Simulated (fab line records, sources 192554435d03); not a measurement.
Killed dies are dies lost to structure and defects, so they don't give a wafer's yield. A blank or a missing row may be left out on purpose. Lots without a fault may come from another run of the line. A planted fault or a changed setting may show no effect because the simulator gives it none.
Which tool did it? | flow n5_finfet | 10 lots, 28 wafers sampled, at 5 steps of a route of 1938

WHAT THE GAUGES READ, wafer by wafer
N5_WELL_APT_CD_MEAS_08: target cd 200 nm.
lot  | measured    | on        | cd_nm (nm)
L463 | day 1 13:41 | cd_sem-01 | 200.1 198.9
L465 | day 2 01:53 | cd_sem-01 | 202.4 199.3 204.7
L466 | day 2 07:43 | cd_sem-03 | 199.0 198.9 198.0
L467 | day 2 13:52 | cd_sem-02 | 203.7 202.5 201.5
L475 | day 4 13:49 | cd_sem-03 | 202.1 202.2 201.0
L476 | day 4 19:51 | cd_sem-03 | 198.5 204.8 200.8
L477 | day 5 01:43 | cd_sem-02 | 198.8 198.4
L478 | day 5 07:55 | cd_sem-02 | 196.8 198.3 197.4
L480 | day 5 19:51 | cd_sem-01 | 200.6 200.2 199.8
L485 | day 7 01:49 | cd_sem-03 | 198.6 197.7 198.9

N5_WELL_APT_INSPECT_27: inspects for defects (macro).
lot  | measured    | on                | raw_defect_count
L463 | day 1 14:51 | defect_inspect-01 | 3 2
L465 | day 2 03:12 | defect_inspect-01 | 2 2 2
L466 | day 2 09:02 | defect_inspect-02 | 1 3 2
L467 | day 2 15:26 | defect_inspect-02 | 3 4 4
L475 | day 4 14:59 | defect_inspect-02 | 1 2 1
L476 | day 4 21:11 | defect_inspect-02 | 1 0 2
L477 | day 5 03:04 | defect_inspect-01 | 2 2
L478 | day 5 09:13 | defect_inspect-02 | 1 1 3
L480 | day 5 21:02 | defect_inspect-02 | 2 1 5
L485 | day 7 03:07 | defect_inspect-01 | 0 1 4

N5_BEOL_M4_RC_MEAS_101.
lot  | measured     | on        | CJ_N           | DIBL_N (mV/V)  | DIBL_P (mV/V)  | IOFF_N (nA/um)    | IOFF_P (nA/um) | ION_N (uA/um) | ION_P (uA/um) | SS_N (mV/dec)  | SS_P (mV/dec)  | VT_N (mV)   | VT_P (mV)
L463 | day 7 17:10  | prober-02 | 4.41 4.38      | 36.1 35.2      | 36.0 35.2      | 0.141 0.130       | 0.21 0.21      | 667 660       | 462 457       | 71.5 71.2      | 73.7 73.0      | 249 254     | -247 -250
L465 | day 7 22:12  | prober-01 | 4.41 4.45 4.47 | 37.0 37.4 37.3 | 36.9 37.2 36.3 | 0.171 0.197 0.185 | 0.26 0.28 0.27 | 668 688 674   | 466 476 470   | 72.2 71.6 71.8 | 74.2 74.1 74.2 | 251 245 246 | -245 -243 -243
L466 | day 8 10:10  | prober-02 | 4.34 4.47 4.32 | 37.9 37.0 38.2 | 38.0 37.3 38.8 | 0.172 0.167 0.183 | 0.23 0.21 0.24 | 671 687 678   | 453 468 468   | 71.3 71.3 71.9 | 73.8 73.4 73.4 | 248 249 249 | -250 -255 -247
L467 | day 9 03:51  | prober-02 | 4.34 4.41 4.37 | 35.3 33.5 31.4 | 36.6 33.1 30.7 | 0.155 0.123 0.101 | 0.21 0.17 0.14 | 679 665 664   | 469 461 458   | 71.4 71.3 70.4 | 73.1 73.3 72.1 | 249 251 252 | -249 -253 -253
L475 | day 10 22:18 | prober-02 | 3.22 3.30 3.36 | 36.5 35.6 35.7 | 36.2 34.5 34.2 | 0.159 0.142 0.151 | 0.19 0.17 0.16 | 665 667 668   | 454 459 457   | 71.8 70.6 72.0 | 72.9 72.5 72.4 | 250 248 251 | -253 -256 -253
L476 | day 11 05:10 | prober-02 | 3.28 3.27 3.27 | 36.6 39.4 36.4 | 34.5 37.7 34.8 | 0.150 0.203 0.142 | 0.17 0.21 0.17 | 674 677 674   | 458 455 463   | 72.2 72.5 72.0 | 72.8 73.4 72.5 | 252 246 251 | -254 -252 -255
L477 | day 11 04:52 | prober-01 | 4.17 4.17      | 35.9 34.0      | 37.2 35.2      | 0.173 0.139       | 0.24 0.21      | 688 669       | 479 467       | 71.4 71.1      | 73.3 73.0      | 247 249     | -247 -246
L478 | day 11 13:51 | prober-01 | 4.45 4.45 4.54 | 36.9 37.8 36.8 | 36.0 36.6 35.3 | 0.167 0.182 0.162 | 0.20 0.21 0.20 | 669 679 684   | 456 463 469   | 71.9 71.3 71.2 | 73.1 73.6 72.6 | 250 245 248 | -252 -249 -252
L480 | day 11 23:42 | prober-02 | 4.27 4.26 4.23 | 35.3 35.5 34.6 | 36.1 36.0 34.9 | 0.131 0.128 0.117 | 0.18 0.18 0.18 | 668 655 656   | 458 453 451   | 71.2 71.2 70.8 | 72.4 73.1 72.8 | 254 254 256 | -252 -253 -255
L485 | day 14 09:05 | prober-01 | 4.27 4.38 4.38 | 36.0 36.2 36.1 | 35.6 35.5 35.7 | 0.137 0.147 0.145 | 0.20 0.20 0.20 | 661 674 667   | 453 461 458   | 71.3 71.9 72.2 | 73.2 73.1 73.1 | 254 254 254 | -247 -252 -248

WHICH TOOL RAN EACH LOT (tool, then ch and the chambers of the sampled wafers, then the start)
lot  | N5_WELL_APT_DESCUM_30             | N5_WELL_APT_IMPLANT_32
L463 | rie_diel-01 ch 0,2, day 1 14:59   | implanter-02 ch 0, day 1 15:16
L465 | rie_diel-01 ch 0,2, day 2 03:14   | implanter-02 ch 0, day 2 03:31
L466 | rie_diel-01 ch 0,1,2, day 2 09:15 | implanter-01 ch 0, day 2 09:35
L467 | rie_diel-02 ch 0,1, day 2 15:28   | implanter-01 ch 0, day 2 15:45
L475 | rie_diel-02 ch 2,3, day 4 15:16   | implanter-02 ch 0, day 4 15:35
L476 | rie_diel-06 ch 2,3, day 4 21:13   | implanter-02 ch 0, day 4 21:29
L477 | rie_diel-02 ch 0,3, day 5 03:06   | implanter-01 ch 0, day 5 03:23
L478 | rie_diel-02 ch 0,2, day 5 09:15   | implanter-01 ch 0, day 5 09:32
L480 | rie_diel-01 ch 0,2, day 5 21:08   | implanter-01 ch 0, day 5 21:25
L485 | rie_diel-06 ch 1,2,3, day 7 03:13 | implanter-01 ch 0, day 7 03:34
- N5_WELL_APT_DESCUM_30: chemistry O2, time 7.9 s.
- N5_WELL_APT_IMPLANT_32

WHAT THE TOOLS THEMSELVES READ (means of the sampled wafers that have a number; where no wafer has one, the mark that the record gives instead)
N5_WELL_APT_DESCUM_30.
lot  | tool        | drypump_motor_current_A (A) | oes_product_au (a.u.) | rf_vpp_V (V) | showerhead_plenum_p_Torr (Torr) | throttle_valve_pct (%)
L463 | rie_diel-01 | 6.0                         | 0.76                  | 243.9        | 2.10                            | 20.38
L465 | rie_diel-01 | 6.1                         | 0.75                  | 242.9        | 2.10                            | 20.40
L466 | rie_diel-01 | 6.1                         | 0.79                  | 242.7        | 2.09                            | 20.34
L467 | rie_diel-02 | 5.9                         | 0.84                  | 244.1        | 2.15                            | 20.03
L475 | rie_diel-02 | 5.2                         | 0.80                  | 243.7        | 2.12                            | 20.45
L476 | rie_diel-06 | 5.8                         | 0.80                  | 244.0        | 2.13                            | 20.23
L477 | rie_diel-02 | 5.7                         | 0.78                  | 243.8        | 2.15                            | 20.34
L478 | rie_diel-02 | 5.4                         | 0.89                  | 242.1        | 2.06                            | 19.93
L480 | rie_diel-01 | 6.0                         | 0.72                  | 242.1        | 2.09                            | 20.44
L485 | rie_diel-06 | 5.6                         | 0.78                  | 243.9        | 2.12                            | 20.39

N5_WELL_APT_IMPLANT_32.
lot  | tool         | dose_ions_cm2 | faraday_current_uA
L463 | implanter-02 | 1.9998e+13    | 250
L465 | implanter-02 | 2.0001e+13    | 256
L466 | implanter-01 | 1.9981e+13    | 252
L467 | implanter-01 | 1.9971e+13    | 255
L475 | implanter-02 | 1.1735e+13    | 148
L476 | implanter-02 | 1.1758e+13    | 149
L477 | implanter-01 | 1.9993e+13    | 251
L478 | implanter-01 | 2.0005e+13    | 249
L480 | implanter-01 | 1.9983e+13    | 248
L485 | implanter-01 | 2.0012e+13    | 252

THE ANSWER, worked out from the rows above alone
Rule: what is usual is taken from the lots themselves. Put in order of their means at a reading, lots are off if they are a third of the lots or fewer, leave a main group of 4 or more, and stand apart from it by a gap of 3 or more times the standard deviation of the main group's means; of several such gaps the widest counts. A main group whose means are all the same, to the digits that the tables above print for the reading, isn't used. A lot without any number at a reading at which 4 lots or more have one is off too. The other lots that the step has rows for count as sound. The gauges are gone through in route order, then the tools' own readings, and for those a lot's mean is taken as printed above. The first step at which some lot is off is used, and at that step the reading that is off furthest; a lot without a number counts as furthest.
Off: L475, L476, at N5_BEOL_M4_RC_MEAS_101 (CJ_N). The main group: mean 4.35, standard deviation 0.094.
A tool fits if, at a process step before that reading, it ran every lot that is off, and no sound lot after the first of them. The gauges at N5_BEOL_M4_RC_MEAS_101 aren't tried: what is off there is off at N5_WELL_APT_IMPLANT_32 too, on other tools, and a gauge's error can't cause that. One fits: implanter-02 at N5_WELL_APT_IMPLANT_32. Its last sound lot is L465 (day 2 03:31), its first lot that is off L475 (day 4 15:35): a fault that began between those two fits.
The tool's own readings at N5_WELL_APT_IMPLANT_32 bear it out: on the lots that are off they differ by more than 5 times the standard deviation of the sound lots' means. dose_ions_cm2 reads 1.1746e+13 there against 1.9993e+13 on the sound lots; faraday_current_uA reads 148 there against 252 on the sound lots.

WHAT THE SIMULATOR HAD PUT IN
Process parameter drift: implanter-02, from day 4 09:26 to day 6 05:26, at N5_WELL_APT_IMPLANT_32. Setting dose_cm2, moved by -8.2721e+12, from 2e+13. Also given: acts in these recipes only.
Lots struck among those shown: L475, L476. The rule above found the same.
